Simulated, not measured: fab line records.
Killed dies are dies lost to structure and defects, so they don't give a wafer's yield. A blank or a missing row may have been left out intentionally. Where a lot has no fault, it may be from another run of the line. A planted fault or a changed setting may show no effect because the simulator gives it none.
3 desks looking at one fault    flow n5Finfet    what lay behind the numbers comes last; until then each desk has only its own
Where a reading is given only as a bound, like >300, the bound stands for it, and a mean or a difference that rests on one is marked > or <: the true number lies beyond.

## THE DEFECT DESK
Lot by lot, what the route's inspections counted, given as the mean of those sampled wafers with a number. The brackets show how far a lot's mean lies from the usual mean; more than 4 standard deviations puts the lot out of limits, marked OUT.
Columns: A = rawDefectCount at N5_ZERO_LAYER_INSPECT_20, usual 33; B = rawDefectCount at N5_WELL_APT_INSPECT_10, usual 2
lot   first seen here  A               B
L155  day 1 13:23      26              2
L156  day 1 19:37      45              2
L159  day 2 13:23      24              4
L160  day 2 19:50      43              0
L161  day 3 01:23      18              1
L162  day 3 07:23      30              2
L163  day 3 13:43      1115 (+83) OUT  >300 (+99 or more) OUT
L165  day 4 01:25      1094 (+82) OUT  >300 (+99 or more) OUT
L175  day 6 13:17      31              3
L176  day 6 19:16      23              1
L177  day 7 01:16      18              1
L178  day 7 07:28      36              2
Finding of this desk: L163, L165 out of limits; the first was L163 at day 3 13:43, on rawDefectCount at N5_ZERO_LAYER_INSPECT_20. In limits: L155, L156, L159, L160, L161, L162, L175, L176, L177, L178.

## THE METROLOGY DESK
Means of the sampled wafers that have a number, per lot and without regard to the tool the lot ran on: this is what the gauges read. The brackets show how far a lot's mean lies from the usual mean; more than 4 standard deviations puts the lot out of limits, marked OUT.
Columns: A = cdNm at N5_WELL_APT_CD_MEAS_25, usual 200 nm
lot   first seen here  A
L155  day 1 14:48      202
L156  day 1 21:26      202
L159  day 2 15:04      196
L160  day 2 21:24      200
L161  day 3 02:48      205
L162  day 3 08:49      206
L163  day 3 15:16      201
L165  day 4 03:02      200
L175  day 6 15:05      202
L176  day 6 20:56      199
L177  day 7 02:50      201
L178  day 7 09:10      198
This desk's verdict: no lot among the 12 shows anything out of limits.

## DESK OF THE TOOL OWNER: plasmaAsher-01
The tool's own readings at N5_ZERO_LAYER_STRIP_24 (strips in O2): means of the sampled wafers that have a number, for each lot that ran on this tool. The brackets show how far a lot's mean lies from the usual mean; more than 4 standard deviations puts the lot out of limits, marked OUT.
Columns: A = drypumpMotorCurrentA at N5_ZERO_LAYER_STRIP_24, usual 5.7 A; B = heaterPowerW at N5_ZERO_LAYER_STRIP_24, usual 326 W; C = o2FlowSccm at N5_ZERO_LAYER_STRIP_24, usual 6747 sccm; D = oesProductAu at N5_ZERO_LAYER_STRIP_24, usual 0.648 a.u.; E = stripTimeToEndpointS at N5_ZERO_LAYER_STRIP_24, usual 43.82 s
lot   first seen here  A    B    C     D      E
L156  day 1 19:16      5.8  320  6755  0.650  43.82
L160  day 2 19:26      6.0  316  6734  0.647  43.88
L161  day 3 01:01      5.7  318  6737  0.644  43.97
L162  day 3 07:02      5.6  310  6755  0.648  43.81
L163  day 3 13:20      5.9  320  6767  0.651  43.88
L165  day 4 01:03      6.0  322  6759  0.652  43.80
L177  day 7 00:56      6.0  327  6731  0.644  43.89
L178  day 7 07:07      5.8  323  6727  0.650  43.75
This desk's verdict: no lot among the 8 shows anything out of limits.

## BROUGHT TOGETHER
The defect desk could have raised an alarm at day 3 13:43, on L163, L165.
Metrology desk: nothing out of limits seen.
The tool owner's desk saw nothing out of limits.
The metrology desk has L163, L165 on record, within its limits.
The tool owner's desk has L163, L165 on record, within its limits.
N5_ZERO_LAYER_STRIP_24 was run on plasmaAsher-01 by each of the lots named.

## WHAT HAD BEEN PUT IN BY THE SIMULATOR
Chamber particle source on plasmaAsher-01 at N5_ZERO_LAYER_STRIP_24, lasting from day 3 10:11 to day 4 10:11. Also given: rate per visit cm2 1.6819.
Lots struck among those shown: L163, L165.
Hours from the fault's start to each desk's first reading out of limits: the defect desk, 4.
